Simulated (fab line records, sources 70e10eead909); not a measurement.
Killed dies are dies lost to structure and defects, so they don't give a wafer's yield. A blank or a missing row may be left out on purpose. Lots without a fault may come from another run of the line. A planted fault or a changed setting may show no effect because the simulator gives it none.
Which tool did it? | flow nand_harc | 13 lots, 39 wafers sampled, at 2 steps of a route of 1302

WHAT THE GAUGES READ, wafer by wafer
NHARC_A_SLIT_CD_MEAS_21.
lot  | measured     | on        | cd_nm (nm)
L877 | day 20 06:31 | cd_sem-03 | 289.2 290.1 290.3
L876 | day 20 11:47 | cd_sem-01 | 288.9 288.0 288.2
L882 | day 23 00:51 | cd_sem-01 | 288.3 286.8 286.3
L881 | day 23 07:54 | cd_sem-03 | 290.6 289.8 289.0
L887 | day 25 11:58 | cd_sem-02 | 289.5 289.5 289.9
L889 | day 26 00:08 | cd_sem-02 | 289.5 289.3 289.5
L890 | day 26 03:09 | cd_sem-02 | 289.2 289.1 289.4
L892 | day 26 12:19 | cd_sem-03 | 289.6 289.3 289.3
L891 | day 26 20:49 | cd_sem-01 | 289.7 289.4 289.6
L894 | day 28 04:38 | cd_sem-01 | 289.2 289.2 289.3
L895 | day 29 03:11 | cd_sem-02 | 289.8 288.1 289.9
L897 | day 29 08:05 | cd_sem-02 | 288.8 288.9 289.1
L896 | day 29 11:50 | cd_sem-03 | 290.9 290.1 290.4

WHICH TOOL RAN EACH LOT (tool, then ch and the chambers of the sampled wafers, then the start)
lot  | NHARC_A_SLIT_ETCH_29
L877 | rie_diel-01 ch 0,1,3, day 20 05:59
L876 | rie_diel-07 ch 0,2,3, day 20 11:15
L882 | rie_diel-02 ch 0,2,3, day 23 00:19
L881 | rie_diel-01 ch 0,2,3, day 23 07:22
L887 | rie_diel-01 ch 0,3, day 25 11:25
L889 | rie_diel-01 ch 0,1,2, day 25 23:35
L890 | rie_diel-01 ch 0,2,3, day 26 02:35
L892 | rie_diel-02 ch 1,3, day 26 11:47
L891 | rie_diel-01 ch 0,2,3, day 26 20:18
L894 | rie_diel-02 ch 2,3, day 28 04:05
L895 | rie_diel-01 ch 0,3, day 29 02:40
L897 | rie_diel-01 ch 2,3, day 29 07:34
L896 | rie_diel-02 ch 0,3, day 29 11:17
- NHARC_A_SLIT_ETCH_29: etches the open film in CF4/O2, target depth 100 nm, overetch 10 nm, time 55 s.

WHAT THE TOOLS THEMSELVES READ (means of the sampled wafers that have a number; where no wafer has one, the mark that the record gives instead)
NHARC_A_SLIT_ETCH_29.
lot  | tool        | bias_w (W) | cf4_flow_sccm (sccm) | drypump_motor_current_A (A) | oes_product_au (a.u.) | rf_vpp_V (V) | showerhead_plenum_p_Torr (Torr) | throttle_valve_pct (%)
L877 | rie_diel-01 | 100.0      | 79.82                | 5.6                         | 1.005                 | 197.5        | 1.31                            | 13.397
L876 | rie_diel-07 | 100.4      | 79.80                | 5.8                         | 0.996                 | 198.3        | 1.36                            | 13.392
L882 | rie_diel-02 | 100.0      | 79.95                | 5.9                         | 1.008                 | 197.3        | 1.28                            | 13.394
L881 | rie_diel-01 | 100.0      | 79.84                | 5.6                         | 0.998                 | 197.8        | 1.32                            | 13.395
L887 | rie_diel-01 | 100.1      | 79.95                | 5.7                         | 0.996                 | 197.2        | 1.31                            | 13.390
L889 | rie_diel-01 | -          | -                    | -                           | -                     | -            | -                               | -
L890 | rie_diel-01 | -          | -                    | -                           | -                     | -            | -                               | -
L892 | rie_diel-02 | 99.9       | 79.83                | 6.0                         | 0.997                 | 197.2        | 1.27                            | 13.394
L891 | rie_diel-01 | 100.4      | 80.08                | 5.6                         | 0.982                 | 198.1        | 1.32                            | 13.405
L894 | rie_diel-02 | 100.0      | 79.88                | 6.0                         | 0.995                 | 196.4        | 1.27                            | 13.408
L895 | rie_diel-01 | 100.1      | 80.25                | 5.9                         | 1.002                 | 197.2        | 1.32                            | 13.391
L897 | rie_diel-01 | 100.2      | 80.23                | 5.4                         | 0.982                 | 198.0        | 1.32                            | 13.405
L896 | rie_diel-02 | 100.2      | 80.11                | 5.8                         | 1.002                 | 196.4        | 1.28                            | 13.399

THE ANSWER, worked out from the rows above alone
Rule: what is usual is taken from the lots themselves. Put in order of their means at a reading, lots are off if they are a third of the lots or fewer, leave a main group of 4 or more, and stand apart from it by a gap of 3 or more times the standard deviation of the main group's means; of several such gaps the widest counts. A main group whose means are all the same, to the digits that the tables above print for the reading, isn't used. A lot without any number at a reading at which 4 lots or more have one is off too. The other lots that the step has rows for count as sound. The gauges are gone through in route order, then the tools' own readings, and for those a lot's mean is taken as printed above. The first step at which some lot is off is used, and at that step the reading that is off furthest; a lot without a number counts as furthest.
Off: L889, L890, at NHARC_A_SLIT_ETCH_29 (bias_w). Without a number there: L889, L890. The main group: mean 100.1 W, standard deviation 0.16.
A tool fits if, at that step or a process step before it, it ran every lot that is off, and no sound lot after the first of them. None of those tried fits.

WHAT THE SIMULATOR HAD PUT IN
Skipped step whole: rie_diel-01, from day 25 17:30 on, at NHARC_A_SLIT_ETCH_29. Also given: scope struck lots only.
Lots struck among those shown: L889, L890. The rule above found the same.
